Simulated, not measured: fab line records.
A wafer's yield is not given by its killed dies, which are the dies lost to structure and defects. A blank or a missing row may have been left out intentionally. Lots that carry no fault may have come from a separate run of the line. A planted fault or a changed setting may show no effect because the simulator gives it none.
Matching of chambers ; flow nand-harc ; NHARC_A_SLIT_DEP_23 on pecvd-03: 3 sister chambers
The step deposits SiON, target thk 100 nm. 6 wafers are shown with their chamber, then 8 later ones without.

## WAFERS, EACH WITH ITS CHAMBER
wafer;chamber;heater-power-w (W)
L088.2;2;1029
L088.3;1;720
L092.1;0;625
L092.4;2;1002
L092.6;1;724
L094.3;0;714

## WAFERS WITHOUT THEIR CHAMBER
wafer;heater-power-w (W)
L094.4;713
L094.6;743
L095.1;667
L095.4;684
L095.5;1012
L097.3;656
L097.4;687
L097.6;983

## WHICH CHAMBER EACH ONE RAN IN
wafer;from the rows above;in truth
L094.4;can't be placed: 1 or 0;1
L094.6;can't be placed: 1 or 0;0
L095.1;can't be placed: 0 or 1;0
L095.4;can't be placed: 0 or 1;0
L095.5;2;2
L097.3;can't be placed: 0 or 1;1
L097.4;can't be placed: 0 or 1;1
L097.6;2;2
2 of 8 placed correctly. Cannot be placed on the basis of these rows: 6; the candidates contain the true chamber in 6. Number placed wrongly: 0.
How it was worked out, from the rows above alone: a wafer's distance from a chamber is the root of the sum, over the readings, of the square of ((its reading less the chamber's mean) divided by the reading's scatter). The wafer belongs to the nearest chamber; if the next one is less than 2 further off, it can't be placed. Each chamber's mean is taken over the wafers shown for it. How the scatter is found: for the shown wafers, subtract from each reading the mean of its chamber, square and add these, divide the total by (wafers less chambers), then take the root.
